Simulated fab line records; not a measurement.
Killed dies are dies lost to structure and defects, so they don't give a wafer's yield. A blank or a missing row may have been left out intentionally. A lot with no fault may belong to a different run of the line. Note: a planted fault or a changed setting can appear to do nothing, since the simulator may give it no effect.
Which tool did it?	flow n5Finfet	69 wafers from 23 lots sampled at 5 of the route's 1938 steps

== WHAT THE GAUGES READ, wafer by wafer ==
N5_BEOL_M8_THK_MEAS_01. Usual: M8_ILD_THK 156.1 nm, standard deviation 2.5.
lot	measured	on	M8_ILD_THK (nm)	flag
L074	day 10 12:11	filmMetro-01	156.1 157.5 159.0	
L075	day 11 13:16	filmMetro-02	159.8 157.7 155.6	
L078	day 11 15:16	filmMetro-02	153.1 159.4 156.8	
L076	day 11 18:25	filmMetro-01	157.8 162.7 158.8	
L077	day 11 22:34	filmMetro-01	159.6 155.5 158.7	
L079	day 12 05:39	filmMetro-02	155.5 154.1 160.6	
L083	day 12 17:01	filmMetro-01	155.5 153.3 159.0	
L082	day 12 17:52	filmMetro-02	152.1 155.3 159.8	
L080	day 13 02:08	filmMetro-01	157.8 153.5 156.4	
L081	day 13 05:29	filmMetro-02	154.8 153.8 154.6	
L084	day 13 12:35	filmMetro-02	154.6 156.8 156.3	
L085	day 13 17:36	filmMetro-02	152.1 153.9 156.3	
L088	day 14 04:31	filmMetro-01	156.3 154.7 155.9	
L087	day 14 12:29	filmMetro-02	154.8 152.7 156.3	
L089	day 14 15:45	filmMetro-01	156.2 153.6 156.0	
L086	day 14 22:17	filmMetro-02	155.7 156.6 160.5	
L091	day 15 00:15	filmMetro-01	153.1 157.1 156.9	
L093	day 15 13:55	filmMetro-01	156.0 157.0 157.2	
L090	day 15 20:28	filmMetro-01	148.9 152.3 153.2	
L094	day 16 06:20	filmMetro-02	158.7 158.5 155.6	
L096	day 16 10:35	filmMetro-01	158.5 156.6 159.0	
L097	day 17 01:19	filmMetro-01	152.6 154.6 156.2	
L095	day 17 01:27	filmMetro-01	151.6 152.2 154.2	

N5_BEOL_M8_OCD_MEAS_38. Usual: trenchDepthNm 94.3 nm, standard deviation 2.1.
lot	measured	on	trenchDepthNm (nm)	flag
L074	day 10 19:47	ocd-01	93.1 97.5 96.1	
L075	day 11 16:10	ocd-01	92.2 92.1 91.7	
L078	day 11 20:44	ocd-01	95.3 92.6 93.7	
L076	day 12 01:54	ocd-02	94.6 96.8 96.4	
L077	day 12 01:56	ocd-01	94.1 94.4 92.4	
L079	day 12 10:26	ocd-02	92.4 97.1 97.0	
L083	day 12 20:47	ocd-01	96.2 96.5 93.5	
L082	day 12 23:20	ocd-01	95.5 92.4 97.5	
L080	day 13 07:19	ocd-01	91.0 92.2 92.5	
L081	day 13 11:40	ocd-01	96.7 97.5 93.6	
L084	day 13 16:08	ocd-02	92.0 96.9 91.4	
L085	day 14 00:22	ocd-02	95.8 95.5 92.3	
L088	day 14 09:19	ocd-02	92.8 93.3 95.5	
L087	day 14 17:56	ocd-02	96.1 91.7 93.4	
L089	day 14 20:12	ocd-02	95.8 92.4 91.3	
L086	day 15 01:40	ocd-02	93.5 95.5 92.3	
L091	day 15 05:14	ocd-01	89.7 95.5 95.0	
L093	day 15 18:50	ocd-02	93.5 94.6 96.8	
L090	day 16 02:19	ocd-01	93.7 97.1 94.4	
L094	day 16 10:56	ocd-02	95.6 98.2 96.1	
L096	day 16 16:48	ocd-01	94.3 94.3 96.4	
L097	day 17 03:58	ocd-02	95.9 91.6 95.8	
L095	day 17 08:17	ocd-02	94.6 95.4 95.8	

== WHICH TOOL RAN EACH LOT (tool, then ch and the chambers of the sampled wafers, then the start) ==
lot	N5_BEOL_M8_ILD_DEP_00	N5_BEOL_M8_STRIP_67	N5_BEOL_M8_ETCH_41
L074	pecvd-03 ch 2, day 10 11:35	rieDiel-01 ch 1,2,3, day 10 16:29	rieDiel-04 ch 1,2,3, day 10 19:47 or earlier
L075	pecvd-04 ch 0,1,2, day 11 12:41	rieDiel-05 ch 0,1,2, day 11 15:01	rieDiel-01 ch 1,2, day 11 16:10 or earlier
L078	pecvd-04 ch 1,2, day 11 14:40	rieDiel-01 ch 1,2,3, day 11 17:38	rieDiel-01 ch 0,1,2, day 11 20:44 or earlier
L076	pecvd-04 ch 0,2, day 11 17:19	rieDiel-01 ch 1,3, day 11 22:07	rieDiel-04 ch 0,3, day 12 01:54 or earlier
L077	pecvd-04 ch 0,1,2, day 11 21:59	rieDiel-01 ch 1,2,3, day 11 23:42	rieDiel-05 ch 0,1, day 12 01:56 or earlier
L079	pecvd-04 ch 0,1,2, day 12 05:04	rieDiel-04 ch 1,2,3, day 12 07:05	rieDiel-01 ch 0,1, day 12 10:26 or earlier
L083	pecvd-04 ch 1,2, day 12 16:26	rieDiel-04 ch 0,1,3, day 12 19:30	rieDiel-01 ch 0,1, day 12 20:47 or earlier
L082	pecvd-04 ch 1,2, day 12 16:48	rieDiel-04 ch 0,2,3, day 12 19:45	rieDiel-05 ch 0,2,3, day 12 23:20 or earlier
L080	pecvd-04 ch 1,2, day 13 01:33	rieDiel-04 ch 0,1, day 13 04:34	rieDiel-01 ch 1,3, day 13 07:19 or earlier
L081	pecvd-03 ch 0,2, day 13 04:55	rieDiel-04 ch 0,1,3, day 13 08:28	rieDiel-05 ch 0,2,3, day 13 11:40 or earlier
L084	pecvd-03 ch 0,1, day 13 11:59	rieDiel-05 ch 0,3, day 13 14:36	rieDiel-04 ch 0,1,2, day 13 16:08 or earlier
L085	pecvd-03 ch 0,1, day 13 17:01	rieDiel-05 ch 2,3, day 13 19:22	rieDiel-04 ch 1,2,3, day 14 00:22 or earlier
L088	pecvd-03 ch 1,2, day 14 03:35	rieDiel-04 ch 0,1,3, day 14 06:38	rieDiel-01 ch 0,1,3, day 14 09:19 or earlier
L087	pecvd-03 ch 1,2, day 14 11:53	rieDiel-04 ch 0,2,3, day 14 14:26	rieDiel-04 ch 0,1,2, day 14 17:56 or earlier
L089	pecvd-03 ch 1,2, day 14 15:09	rieDiel-01 ch 0,1, day 14 17:57	rieDiel-01 ch 0,1,3, day 14 20:12 or earlier
L086	pecvd-03 ch 2, day 14 21:38	rieDiel-04 ch 0,1,2, day 14 23:46	rieDiel-05 ch 0,1,2, day 15 01:40 or earlier
L091	pecvd-04 ch 0,2, day 14 23:40	rieDiel-04 ch 1,2,3, day 15 02:38	rieDiel-01 ch 0,3, day 15 05:14 or earlier
L093	pecvd-04 ch 0,1, day 15 12:52	rieDiel-04 ch 1,3, day 15 16:56	rieDiel-05 ch 2,3, day 15 18:50 or earlier
L090	pecvd-02 ch 0,1,2, day 15 19:53	rieDiel-04 ch 1,2,3, day 15 23:50	rieDiel-05 ch 1,3, day 16 02:19 or earlier
L094	pecvd-03 ch 0,1,2, day 16 05:47	rieDiel-01 ch 0,1,3, day 16 09:28	rieDiel-05 ch 0,2,3, day 16 10:56 or earlier
L096	pecvd-04 ch 0,1, day 16 10:00	rieDiel-04 ch 0,1,3, day 16 12:28	rieDiel-05 ch 0,2,3, day 16 16:48 or earlier
L097	pecvd-03 ch 0,2, day 17 00:45	rieDiel-04 ch 0,3, day 17 02:22	rieDiel-01 ch 0,1, day 17 03:58 or earlier
L095	pecvd-02 ch 1,2, day 17 00:52	rieDiel-05 ch 0,1, day 17 03:56	rieDiel-04 ch 2,3, day 17 08:17 or earlier
- N5_BEOL_M8_ILD_DEP_00: deposits SiCOH lowk from DEMS/porogen, target thk 179.75 nm, time 33.4 s.
- N5_BEOL_M8_STRIP_67: strips in CF4.
- N5_BEOL_M8_ETCH_41: etches SiCN in CH3F/O2, target depth 31.9 nm, time 57.8 s.

== WHAT THE TOOLS THEMSELVES READ (means of the sampled wafers that have a number; where no wafer has one, the mark that the record gives instead) ==
N5_BEOL_M8_ILD_DEP_00. Usual: chamberPressureTorr 5.000 Torr, standard deviation 0.012; heaterPowerW 365 W, standard deviation 68; showerheadPlenumPTorr 5.743 Torr, standard deviation 0.021; susceptorTempC 300.00 C, standard deviation 0.2; throttleValvePct 14.5 %, standard deviation 1.4.
lot	tool	chamberPressureTorr (Torr)	heaterPowerW (W)	showerheadPlenumPTorr (Torr)	susceptorTempC (C)	throttleValvePct (%)	flag
L074	pecvd-03	4.999	454	5.724	300.31	13.8	
L075	pecvd-04	4.994	316	5.744	299.99	14.9	
L078	pecvd-04	4.992	309	5.741	300.15	16.1	
L076	pecvd-04	5.003	343	5.746	300.09	14.1	
L077	pecvd-04	5.008	345	5.737	300.07	14.8	
L079	pecvd-04	5.006	300	5.740	299.92	15.0	
L083	pecvd-04	4.996	321	5.728	300.21	14.6	
L082	pecvd-04	4.998	324	5.728	300.15	15.9	
L080	pecvd-04	4.995	290	5.726	300.00	15.9	
L081	pecvd-03	4.993	421	5.753	299.90	15.3	
L084	pecvd-03	4.994	367	5.751	300.07	15.1	
L085	pecvd-03	4.988	354	5.748	299.78	14.2	
L088	pecvd-03	4.997	397	5.743	300.23	13.4	
L087	pecvd-03	5.016	388	5.748	299.89	13.3	
L089	pecvd-03	5.011	361	5.744	299.81	13.6	
L086	pecvd-03	4.994	498	5.734	299.89	13.8	
L091	pecvd-04	4.995	321	5.754	299.81	14.0	
L093	pecvd-04	5.005	305	5.762	299.98	15.2	
L090	pecvd-02	4.998	391	5.753	300.00	13.7	
L094	pecvd-03	5.006	388	5.748	299.86	14.4	
L096	pecvd-04	5.001	304	5.760	299.94	15.0	
L097	pecvd-03	4.989	438	5.746	300.14	15.3	
L095	pecvd-02	5.005	397	5.751	299.82	13.2	

N5_BEOL_M8_STRIP_67. Usual: drypumpMotorCurrentA 5.6 A, standard deviation 0.38; oesProductAu 0.77 a.u., standard deviation 0.077; rfVppV 270.7 V, standard deviation 1.5; showerheadPlenumPTorr 1.77 Torr, standard deviation 0.061; throttleValvePct 13.62 %, standard deviation 0.29.
lot	tool	drypumpMotorCurrentA (A)	oesProductAu (a.u.)	rfVppV (V)	showerheadPlenumPTorr (Torr)	throttleValvePct (%)	flag
L074	rieDiel-01	5.3	0.75	270.4	1.78	13.60	
L075	rieDiel-05	5.5	0.72	269.9	1.76	13.67	
L078	rieDiel-01	5.3	0.74	270.7	1.78	13.63	
L076	rieDiel-01	5.3	0.76	270.5	1.77	13.66	
L077	rieDiel-01	5.3	0.74	270.8	1.78	13.63	
L079	rieDiel-04	5.7	0.76	269.5	1.76	13.80	
L083	rieDiel-04	5.8	0.73	270.3	1.73	13.63	
L082	rieDiel-04	5.6	0.77	270.7	1.77	13.57	
L080	rieDiel-04	5.9	0.74	270.7	1.75	13.49	
L081	rieDiel-04	5.8	0.73	270.0	1.73	13.64	
L084	rieDiel-05	5.3	0.86	272.1	1.84	13.24	
L085	rieDiel-05	5.4	0.93	272.9	1.88	13.15	
L088	rieDiel-04	5.8	0.73	269.1	1.73	13.66	
L087	rieDiel-04	5.6	0.76	270.6	1.77	13.60	
L089	rieDiel-01	5.9	0.80	272.8	1.84	13.43	
L086	rieDiel-04	5.8	0.75	270.7	1.77	13.71	
L091	rieDiel-04	5.8	0.74	270.2	1.75	13.87	
L093	rieDiel-04	5.9	0.70	268.8	1.71	13.96	
L090	rieDiel-04	5.8	0.74	269.7	1.75	13.89	
L094	rieDiel-01	5.7	0.78	271.2	1.80	13.58	
L096	rieDiel-04	5.8	0.71	270.6	1.72	13.70	
L097	rieDiel-04	5.7	0.73	269.6	1.74	13.45	
L095	rieDiel-05	5.5	0.86	272.5	1.85	13.30	

N5_BEOL_M8_ETCH_41. Usual: CH3F_flow_sccm 30.01 sccm, standard deviation 0.092; drypumpMotorCurrentA 5.6 A, standard deviation 0.4; oesProductAu 0.81 a.u., standard deviation 0.095; rfVppV 297.4 V, standard deviation 1.7; showerheadPlenumPTorr 2.02 Torr, standard deviation 0.086; throttleValvePct 16.30 %, standard deviation 0.24.
lot	tool	CH3F_flow_sccm (sccm)	drypumpMotorCurrentA (A)	oesProductAu (a.u.)	rfVppV (V)	showerheadPlenumPTorr (Torr)	throttleValvePct (%)	flag
L074	rieDiel-04	30.05	5.7	0.79	295.9	1.96	16.52	
L075	rieDiel-01	29.99	5.3	0.72	298.5	2.02	16.47	
L078	rieDiel-01	29.98	5.7	0.81	298.8	2.05	16.29	
L076	rieDiel-04	30.05	5.6	0.77	296.2	1.94	16.23	
L077	rieDiel-05	30.07	5.8	0.74	295.5	1.96	16.51	
L079	rieDiel-01	30.09	6.1	0.90	297.8	2.08	16.16	
L083	rieDiel-01	30.09	6.1	0.89	297.8	2.07	16.17	
L082	rieDiel-05	30.07	5.3	0.89	297.4	2.04	16.11	
L080	rieDiel-01	30.05	5.6	0.74	297.9	2.03	16.32	
L081	rieDiel-05	30.00	5.3	0.87	297.1	2.04	16.12	
L084	rieDiel-04	30.10	5.9	0.76	297.2	1.98	16.45	
L085	rieDiel-04	29.93	5.7	0.75	295.8	1.95	16.57	
L088	rieDiel-01	29.87	5.7	0.79	298.4	2.02	16.31	
L087	rieDiel-04	29.98	5.8	0.76	296.7	1.98	16.45	
L089	rieDiel-01	30.04	5.7	0.79	297.0	2.02	16.31	
L086	rieDiel-05	30.00	5.5	0.78	297.4	1.98	16.40	
L091	rieDiel-01	30.04	5.8	0.83	297.9	2.00	16.27	
L093	rieDiel-05	30.01	5.3	0.90	298.6	2.09	16.13	
L090	rieDiel-05	30.11	5.9	0.79	298.9	2.03	16.44	
L094	rieDiel-05	30.08	5.3	0.91	299.0	2.11	16.03	
L096	rieDiel-05	29.96	5.3	0.90	299.4	2.11	16.02	
L097	rieDiel-01	30.05	6.1	0.82	298.6	2.06	16.24	
L095	rieDiel-04	29.99	5.5	0.75	295.3	1.94	16.54	

== THE ANSWER, worked out from the rows above alone ==
Rule: lot off if the mean of its wafers having a number is beyond 3 standard deviations from the usual mean. Also off: a lot with no number at a reading for which 4 or more lots have one. Any other lot the step has rows for is counted as sound. First the gauges in route order, then the tools' own readings, where a lot's mean is used as printed above. The first step at which some lot is off is used, and at that step the reading that is off furthest; a lot without a number counts as furthest.
Across all readings shown, no lot is off: no conclusion can be drawn from this.

== WHAT HAD BEEN PUT IN BY THE SIMULATOR ==
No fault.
